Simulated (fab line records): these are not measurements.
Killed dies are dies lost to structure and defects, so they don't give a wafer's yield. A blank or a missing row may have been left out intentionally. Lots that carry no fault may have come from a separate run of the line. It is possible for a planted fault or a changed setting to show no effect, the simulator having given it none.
fab line records    flow n5_finfet
record: lots: 7  wafers: 21
route steps=1938 shown BEOL_M14@1744 BEOL_M15@1819 MIM_BOT_LITHO@1858 PASSIVATION@1922
start_h: hours from the record's opening day to when the first of the lot's shown wafers began    wait_h: hours elapsed since this lot's preceding step    " identical to the entry in the row above    L1.1+2: a single row standing in for several wafers    - no value, or no start was given    * or withheld: withheld    < > ~ a bound
route shown NAME@n: NAME is a module with steps in the file, n the number in the route of the first one    usual: mean and standard deviation over wafers with no fault    same: alike in all rows    chamber/n: place in a boat    sites: per-site readings    _std_site: their standard deviation    _edge_site: inner sites' mean taken away from outer sites' mean    radius_mm: how far each site lies from the wafer's centre    mask NAME#n: copy n    behind: tool/chamber where the wafer was last shaped    hold: reason for holding the lot/hours on hold/outcome of the hold    device: which transistor (n, p or np) failed to switch    end of line: the tests these same wafers got at the end of their route    a step without rows: its recipe alone    killed: the dies lost at the first sort to structure and to defects; this is not the yield of the wafer    map: dies across one wafer; x = killed, . = not, _ = none there
set.NAME: the setting as run; set.NAME@STEP: as run at that earlier step    model.NAME: the simulator's own value behind a step, which no gauge read
lots run with intentionally changed settings; tables by step, rows by wafer
== steps ==
step: N5_BEOL_M14_DEVELOP_27
recipe: develop_time_s: 45  rinse_liquid: diw  dry: air_spin  dev_temp_c: 21
lot.wafer   tool            chamber  start_h  wait_h  set.develop_time_s
L077.1      litho_track-03  0        -        -       45
L077.3+5    "               0        "        "       38.89
L082.1+5    litho_track-02  0        -        -       49.05
L082.3      "               0        "        "       45
L087.2+3    litho_track-02  0        -        -       41.75
L087.5      "               0        "        "       45
L092.3      litho_track-05  0        -        -       45
L092.4+6    "               0        "        "       53.62
L094.1+3+4  litho_track-02  0        -        -       45
L095.1+2    litho_track-02  0        -        -       50.85
L095.3      "               0        "        "       45
L097.3+4+6  litho_track-05  0        -        -       45
step: N5_BEOL_M14_HARDBAKE_32
recipe: temp_c: 130  time_s: 120
step: N5_BEOL_M14_CD_MEAS_28
recipe: target_cd_nm: 284.4  landing_energy_ev: 500  detector: se_inlens
usual: cd_nm: 283.9/1.3
lot.wafer  tool       chamber  start_h  wait_h  set.dose_mj@BEOL_M14_EXPOSE_25  cd_nm
L077.1     cd_sem-01  0        257.45   -       26.6                            285.3
L077.3     "          0        "        "       26.6                            284.3
L077.5     "          0        "        "       26.08                           279.0
L082.1     cd_sem-03  0        287.21   -       26.6                            284.0
L082.3     "          0        "        "       26.6                            282.5
L082.5     "          0        "        "       26.6                            283.8
L087.2     cd_sem-02  0        341.79   -       26.6                            283.7
L087.3     "          0        "        "       26.6                            286.5
L087.5     "          0        "        "       26.6                            285.7
L092.3     cd_sem-02  0        353.45   -       26.6                            284.4
L092.4     "          0        "        "       25.9                            281.3
L092.6     "          0        "        "       26.6                            285.7
L094.1     cd_sem-03  0        370.69   -       26.6                            284.2
L094.3     "          0        "        "       26.6                            286.5
L094.4     "          0        "        "       26.6                            284.5
L095.1     cd_sem-01  0        391.98   -       26.03                           281.5
L095.2     "          0        "        "       26.6                            285.3
L095.3     "          0        "        "       26.6                            283.7
L097.3     cd_sem-01  0        405.32   -       26.6                            281.4
L097.4     "          0        "        "       28.07                           291.4
L097.6     "          0        "        "       28.07                           291.1
step: N5_BEOL_M14_DESCUM_33
recipe: chemistry: O2  time_s: 7.9  source_power_w: 50  bias_power_w: 20  pressure_mtorr: 20  rf_frequency_hz: 2.712e+07  temp_c: 40  o2_flow_sccm: 225
lot.wafer  tool         chamber  start_h  wait_h  set.dose_mj@BEOL_M14_EXPOSE_25  model.BEOL_M14.cd_nm
L077.1     rie_diel-04  2        257.59   0.1     26.6                            285.4
L077.3     "            3        "        "       26.6                            284.2
L077.5     "            3        "        "       26.08                           279
L082.1+5   rie_diel-06  3,1      287.30   0.0     26.6                            283.8
L082.3     "            1        "        "       26.6                            282.4
L087.2     rie_diel-03  1        342.68   0.8     26.6                            283.8
L087.3     "            0        "        "       26.6                            286.4
L087.5     "            1        "        "       26.6                            -
L092.3     rie_diel-04  2        353.53   0.0     26.6                            284.6
L092.4     "            3        "        "       25.9                            281.4
L092.6     "            1        "        "       26.6                            286.4
L094.1     rie_diel-04  1        371.08   0.3     26.6                            284
L094.3     "            2        "        "       26.6                            286.6
L094.4     "            0        "        "       26.6                            284.4
L095.1     rie_diel-03  0        392.59   0.6     26.03                           281.6
L095.2     "            1        "        "       26.6                            285.2
L095.3     "            2        "        "       26.6                            283.4
L097.3     rie_diel-06  1        405.40   0.0     26.6                            281.4
L097.4+6   "            3,0      "        "       28.07                           291.2
step: N5_BEOL_M14_ETCH_67
recipe: chemistry: CF4  target: SiARC  target_depth_a: 1430  time_s: 238.3  ion_energy_ev: 80  pressure_mtorr: 40  source_w: 545  bias_w: 36  Ar_flow_sccm: 100  cf4_flow_sccm: 100  ends: cleared
lot.wafer  tool         chamber  start_h  wait_h  set.dose_mj@BEOL_M14_EXPOSE_25  model.BEOL_M14.cd_nm
L077.1     rie_diel-04  2        257.63   0.0     26.6                            281
L077.3     "            3        "        "       26.6                            279.6
L077.5     "            3        "        "       26.08                           274.6
L082.1     rie_diel-06  3        287.34   0.0     26.6                            279.4
L082.3     "            1        "        "       26.6                            277.8
L082.5     "            1        "        "       26.6                            279.2
L087.2     rie_diel-03  1        342.71   0.0     26.6                            280
L087.3     "            0        "        "       26.6                            281.8
L087.5     "            1        "        "       26.6                            281
L092.3     rie_diel-04  2        353.57   0.0     26.6                            280.4
L092.4     "            3        "        "       25.9                            277.2
L092.6     "            1        "        "       26.6                            282.4
L094.1     rie_diel-04  1        371.11   0.0     26.6                            279.2
L094.3     "            2        "        "       26.6                            281.4
L094.4     "            0        "        "       26.6                            279.8
L095.1     rie_diel-03  0        392.63   0.0     26.03                           276.6
L095.2     "            1        "        "       26.6                            281.4
L095.3     "            2        "        "       26.6                            279
L097.3     rie_diel-06  1        405.44   0.0     26.6                            276.6
L097.4     "            3        "        "       28.07                           287.2
L097.6     "            0        "        "       28.07                           287
step: N5_BEOL_M14_ETCH_68
recipe: chemistry: N2/H2  target: SOC  mask_material: SiARC  source_w: 3000  bias_w: 350  temp_c: 40  time_s: 450  ion_energy_ev: 200  pressure_mtorr: 30  n2_flow_sccm: 200  h2_flow_sccm: 200
lot.wafer  tool         chamber  start_h  wait_h  set.dose_mj@BEOL_M14_EXPOSE_25  set.develop_time_s@BEOL_M14_DEVELOP_27  model.BEOL_M14.cd_nm
L077.1     rie_diel-04  2        257.77   0.1     26.6                            45                                      283.2
L077.3     "            3        "        "       26.6                            38.89                                   281.6
L077.5     "            3        "        "       26.08                           38.89                                   277.2
L082.1     rie_diel-06  3        287.48   0.1     26.6                            49.05                                   280.6
L082.3     "            1        "        "       26.6                            45                                      279.6
L082.5     "            1        "        "       26.6                            49.05                                   280.8
L087.2     rie_diel-03  1        342.86   0.1     26.6                            41.75                                   280.2
L087.3     "            0        "        "       26.6                            41.75                                   281.6
L087.5     "            1        "        "       26.6                            45                                      280.4
L092.3     rie_diel-04  2        353.71   0.1     26.6                            45                                      280.6
L092.4     "            3        "        "       25.9                            53.62                                   279.4
L092.6     "            1        "        "       26.6                            53.62                                   284
L094.1     rie_diel-04  1        371.26   0.1     26.6                            45                                      279.6
L094.3     "            2        "        "       26.6                            45                                      279.8
L094.4     "            0        "        "       26.6                            45                                      279.2
L095.1     rie_diel-03  0        392.77   0.1     26.03                           50.85                                   276.8
L095.2     "            1        "        "       26.6                            50.85                                   281.2
L095.3     "            2        "        "       26.6                            45                                      277.6
L097.3     rie_diel-06  1        405.58   0.1     26.6                            45                                      275.6
L097.4     "            3        "        "       28.07                           45                                      285.8
L097.6     "            0        "        "       28.07                           45                                      286.6
step: N5_BEOL_M14_STRIP_69
recipe: chemistry: N2/H2  temp_c: 40  n2_flow_sccm: 200  h2_flow_sccm: 200  rf_frequency_hz: 6e+07
step: N5_BEOL_M14_TRENCH_ETCH_34
recipe: chemistry: C4F8/O2/Ar  target: SiO2  target_depth_a: 5566.5  mask_material: SOC  he_inner_torr: 15  he_outer_torr: 30  time_s: 126.9  ion_energy_ev: 800  pressure_mtorr: 20  source_w: 1905  bias_w: 2040  Ar_flow_sccm: 400  C4F8_flow_sccm: 16  O2_flow_sccm: 12
step: N5_BEOL_M14_STRIP_37
recipe: chemistry: O2  power_w: 600  temp_c: 60  pressure_mtorr: 30  rf_frequency_hz: 6e+07  bias_power_w: 0  overash_fraction: 0.3  o2_flow_sccm: 225
step: N5_BEOL_M14_ETCH_38
recipe: chemistry: CF4/N2  target: SiCN  target_depth_a: 1065  taper_deg: 2  time_s: 120.6  ion_energy_ev: 150  mask_material: SiO2  pressure_mtorr: 40  source_w: 430  bias_w: 70  Ar_flow_sccm: 100  cf4_flow_sccm: 60  n2_flow_sccm: 60
lot.wafer  tool         chamber  start_h  wait_h  set.dose_mj@BEOL_M14_EXPOSE_25  set.develop_time_s@BEOL_M14_DEVELOP_27  model.BEOL_M14.cd_nm
L077.1     rie_diel-04  0        -        -       26.6                            45                                      283.6
L077.3     "            3        "        "       26.6                            38.89                                   281.8
L077.5     "            0        "        "       26.08                           38.89                                   277.2
L082.1     rie_diel-03  3        -        -       26.6                            49.05                                   280.4
L082.3     "            1        "        "       26.6                            45                                      279.4
L082.5     "            3        "        "       26.6                            49.05                                   280.6
L087.2     rie_diel-04  1        -        -       26.6                            41.75                                   280
L087.3     "            2        "        "       26.6                            41.75                                   281.6
L087.5     "            1        "        "       26.6                            45                                      280.4
L092.3     rie_diel-03  2        -        -       26.6                            45                                      280.6
L092.4     "            3        "        "       25.9                            53.62                                   279.6
L092.6     "            0        "        "       26.6                            53.62                                   284.2
L094.1     rie_diel-04  3        -        -       26.6                            45                                      279.8
L094.3     "            1        "        "       26.6                            45                                      280
L094.4     "            0        "        "       26.6                            45                                      279
L095.1     rie_diel-04  1        -        -       26.03                           50.85                                   276.8
L095.2     "            3        "        "       26.6                            50.85                                   281
L095.3     "            1        "        "       26.6                            45                                      277.6
L097.3     rie_diel-06  0        -        -       26.6                            45                                      275.8
L097.4     "            1        "        "       28.07                           45                                      285.8
L097.6     "            0        "        "       28.07                           45                                      286.6
step: N5_BEOL_M15_SPUTTER_43
recipe: material: TaN  target_thk_a: 150  temp_c: 50  bias_v: 168.6  power_w: 15000  chamber_pressure_pa: 0.12  time_s: 24.19
lot.wafer   tool            chamber  start_h  wait_h  set.time_s  model.TaN_of_BEOL_M15_SPUTTER_43.thk_nm
L077.1+3    pvd_sputter-02  -        265.53   0.0     24.19       15
L077.5      "               -        "        "       20.66       12.8
L082.1      pvd_sputter-01  -        296.82   0.0     22.83       14
L082.3      "               -        "        "       22.83       14.4
L082.5      "               -        "        "       24.19       15.2
L087.2+3    pvd_sputter-02  -        352.84   0.0     24.19       14.8
L087.5      "               -        "        "       27.45       17
L092.3+4+6  pvd_sputter-01  -        363.91   0.0     24.19       15
L094.1+3+4  pvd_sputter-01  -        380.88   0.0     24.19       15
L095.1+2    pvd_sputter-02  -        408.13   0.0     25.58       15.8
L095.3      "               -        "        "       24.19       14.8
L097.3      pvd_sputter-02  -        415.54   0.0     20.57       12.8
L097.4      "               -        "        "       20.57       12.6
L097.6      "               -        "        "       24.19       15
step: N5_MIM_BOT_LITHO_EXPOSE_05
recipe: mask_id: MIM_BOT  na: 0.55  source_shape: conventional  sigma_outer: 0.8  polarization: unpolarized  dose_mj: 24.25
lot.wafer   tool            chamber  start_h  wait_h  mask       set.dose_mj
L077.1+3+5  krf_scanner-01  0        271.14   -       MIM_BOT#0  24.25
L082.1+5    krf_scanner-01  0        302.89   -       MIM_BOT#0  24.25
L082.3      "               0        "        "       MIM_BOT#0  25.89
L087.2+3    krf_scanner-01  0        361.30   -       MIM_BOT#0  24.25
L087.5      "               0        "        "       MIM_BOT#0  24.76
L092.3+6    krf_scanner-01  0        370.16   -       MIM_BOT#0  24.25
L092.4      "               0        "        "       MIM_BOT#0  25.97
L094.1+3+4  krf_scanner-01  0        388.07   -       MIM_BOT#0  24.25
L095.1+2    krf_scanner-01  0        413.44   -       MIM_BOT#0  24.25
L095.3      "               0        "        "       MIM_BOT#0  22.75
L097.3+6    krf_scanner-01  0        421.06   -       MIM_BOT#0  25.47
L097.4      "               0        "        "       MIM_BOT#0  24.25
step: N5_MIM_BOT_LITHO_DEVELOP_07
recipe: develop_time_s: 60  rinse_liquid: diw  dry: air_spin  dev_temp_c: 21
lot.wafer   tool            chamber  start_h  wait_h  set.develop_time_s
L077.1+5    litho_track-05  0        -        -       60
L077.3      "               0        "        "       52.15
L082.1+3    litho_track-02  0        -        -       49.96
L082.5      "               0        "        "       60
L087.2+3+5  litho_track-05  0        -        -       60
L092.3      litho_track-02  0        -        -       56.55
L092.4+6    "               0        "        "       60
L094.1+3+4  litho_track-01  0        -        -       60
L095.1+3    litho_track-02  0        -        -       67.75
L095.2      "               0        "        "       60
L097.3      litho_track-05  0        -        -       69.24
L097.4+6    "               0        "        "       60
step: N5_MIM_BOT_LITHO_HARDBAKE_09
recipe: temp_c: 130  time_s: 120
step: N5_MIM_BOT_LITHO_CD_MEAS_08
recipe: target_cd_nm: 3000  landing_energy_ev: 500  detector: se_inlens  polarity: opening
usual: cd_nm: 3000.6/1.4
lot.wafer  tool       chamber  start_h  wait_h  set.dose_mj@MIM_BOT_LITHO_EXPOSE_05  cd_nm
L077.1     cd_sem-01  0        271.32   -       24.25                                2999.6
L077.3     "          0        "        "       24.25                                2996.5
L077.5     "          0        "        "       24.25                                3000.6
L082.1     cd_sem-03  0        303.07   -       24.25                                2995.8
L082.3     "          0        "        "       25.89                                3007.7
L082.5     "          0        "        "       24.25                                2999.6
L087.2     cd_sem-03  0        361.47   -       24.25                                3003.6
L087.3     "          0        "        "       24.25                                3002.6
L087.5     "          0        "        "       24.76                                3006.0
L092.3     cd_sem-03  0        370.33   -       24.25                                2999.0
L092.4     "          0        "        "       25.97                                3011.8
L092.6     "          0        "        "       24.25                                2998.5
L094.1     cd_sem-02  0        388.25   -       24.25                                3000.4
L094.3     "          0        "        "       24.25                                2997.9
L094.4     "          0        "        "       24.25                                3000.1
L095.1     cd_sem-02  0        413.62   -       24.25                                3002.7
L095.2     "          0        "        "       24.25                                2999.7
L095.3     "          0        "        "       22.75                                2991.9
L097.3     cd_sem-01  0        421.23   -       25.47                                3011.3
L097.4     "          0        "        "       24.25                                3000.6
L097.6     "          0        "        "       25.47                                3008.0
step: N5_PASSIVATION_PEB_42
recipe: peb_temp_c: withheld  peb_time_s: *
lot.wafer   tool            chamber  start_h  wait_h  set.peb_time_s
L077.1+5    litho_track-05  0        278.62   0.1     *
L077.3      "               0        "        "       *
L082.1      litho_track-02  0        307.95   0.1     *
L082.3+5    "               0        "        "       *
L087.2      litho_track-02  0        366.55   0.0     *
L087.3+5    "               0        "        "       *
L092.3+4    litho_track-03  0        378.79   0.0     *
L092.6      "               0        "        "       *
L094.1+3+4  litho_track-02  0        397.36   0.1     *
L095.1+3    litho_track-02  0        418.43   0.1     *
L095.2      "               0        "        "       *
L097.3      litho_track-03  0        427.76   0.0     *
L097.4+6    "               0        "        "       *
step: N5_PASSIVATION_DEVELOP_43
recipe: develop_time_s: 60  rinse_liquid: diw  dry: air_spin  dev_temp_c: 21
step: N5_PASSIVATION_HARDBAKE_45
recipe: temp_c: 130  time_s: 120
step: N5_PASSIVATION_CD_MEAS_44
recipe: target_cd_nm: 40000  landing_energy_ev: 500  detector: se_inlens
usual: cd_nm: 40000/3
lot.wafer  tool       chamber  start_h  wait_h  set.peb_time_s@PASSIVATION_PEB_42  cd_nm
L077.1     cd_sem-03  0        278.74   -       *                                  40002
L077.3     "          0        "        "       *                                  40005
L077.5     "          0        "        "       *                                  39997
L082.1     cd_sem-02  0        308.07   -       *                                  40005
L082.3     "          0        "        "       *                                  40012
L082.5     "          0        "        "       *                                  40009
L087.2     cd_sem-03  0        366.68   -       *                                  40004
L087.3     "          0        "        "       *                                  40004
L087.5     "          0        "        "       *                                  40007
L092.3     cd_sem-02  0        378.91   -       *                                  39992
L092.4     "          0        "        "       *                                  39989
L092.6     "          0        "        "       *                                  39999
L094.1     cd_sem-03  0        397.47   -       *                                  40002
L094.3     "          0        "        "       *                                  39997
L094.4     "          0        "        "       *                                  40000
L095.1     cd_sem-02  0        418.55   -       *                                  40011
L095.2     "          0        "        "       *                                  40001
L095.3     "          0        "        "       *                                  40007
L097.3     cd_sem-01  0        427.88   -       *                                  39998
L097.4     "          0        "        "       *                                  39994
L097.6     "          0        "        "       *                                  39994
step: N5_PASSIVATION_PASS_ETCH_47
recipe: chemistry: CF4/O2  target: SiNx  target_depth_a: 7700  time_s: 385  ion_energy_ev: 100  pressure_mtorr: 40  source_w: 535  bias_w: 49  Ar_flow_sccm: 100  cf4_flow_sccm: 100  O2_flow_sccm: 10
usual: rf_vpp_V: 240.8/2.7
lot.wafer  tool         chamber  start_h  wait_h  set.source_w  rf_vpp_V  model.etch.depth_nm
L077.1     rie_diel-04  2        278.86   0.0     592.8         228.8     851.3
L077.3     "            1        "        "       535           241.3     783.5
L077.5     "            0        "        "       535           240.6     773.9
L082.1     rie_diel-04  1        308.19   0.0     535           239.5     777
L082.3     "            2        "        "       592.5         229.1     847.6
L082.5     "            1        "        "       592.5         228.5     848.9
L087.2     rie_diel-06  2        366.80   0.0     474.6         255.9     691.1
L087.3     "            3        "        "       535           243.8     790.6
L087.5     "            3        "        "       535           244.7     795.2
L092.3     rie_diel-03  1        379.03   0.0     535           241.8     767.2
L092.4     "            0        "        "       535           236.3     756.6
L092.6     "            0        "        "       535           237.3     764.4
L094.1     rie_diel-06  2        397.60   0.0     535           238.6     763
L094.3     "            0        "        "       535           237.0     773.5
L094.4     "            1        "        "       535           239.3     773.2
L095.1     rie_diel-06  1        419.17   0.0     535           236.1     766.6
L095.2     "            2        "        "       535           240.0     766
L095.3     "            3        "        "       535           243.7     789.6
L097.3     rie_diel-04  1        428.07   0.0     535           240.3     777.5
L097.4     "            2        "        "       535           240.8     777.5
L097.6     "            0        "        "       535           240.3     774.2
== key ==
split: step: N5_BEOL_M14_DEVELOP_27  setting: develop_time_s  stated: 45  by: wafer
response: step: N5_BEOL_M14_ETCH_68  reading: model.BEOL_M14.cd_nm  slope: +0.171  per: 1%  together_with: dose_mj@BEOL_M14_EXPOSE_25  explained: 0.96
response: step: N5_BEOL_M14_ETCH_38  reading: model.BEOL_M14.cd_nm  slope: +0.179  per: 1%  together_with: dose_mj@BEOL_M14_EXPOSE_25  explained: 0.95
split: step: N5_BEOL_M15_SPUTTER_43  setting: time_s  stated: 24.19  by: wafer
response: step: N5_BEOL_M15_SPUTTER_43  reading: model.TaN_of_BEOL_M15_SPUTTER_43.thk_nm  change: +0.157  per: 1%  r: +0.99
split: step: N5_MIM_BOT_LITHO_EXPOSE_05  setting: dose_mj  stated: 24.25  by: wafer
response: step: N5_MIM_BOT_LITHO_CD_MEAS_08  reading: cd_nm  change: +1.64  per: 1%  r: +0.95
split: step: N5_MIM_BOT_LITHO_DEVELOP_07  setting: develop_time_s  stated: 60  by: wafer
response none clear
split: step: N5_PASSIVATION_PEB_42  setting: peb_time_s  stated: *  by: wafer
response: step: N5_PASSIVATION_CD_MEAS_44  reading: cd_nm  change: +0.44  per: 1%  r: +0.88
split: step: N5_PASSIVATION_PASS_ETCH_47  setting: source_w  stated: 535  by: wafer
response: step: N5_PASSIVATION_PASS_ETCH_47  reading: rf_vpp_V  change: -1.05  per: 1%  r: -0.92
response: step: N5_PASSIVATION_PASS_ETCH_47  reading: model.etch.depth_nm  change: +7.5  per: 1%  r: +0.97
split outside_this_file step=N5_BEOL_M14_EXPOSE_25 setting=dose_mj
split outside_this_file: this setting was split too, and the file shows its column; the key of that split is in another file
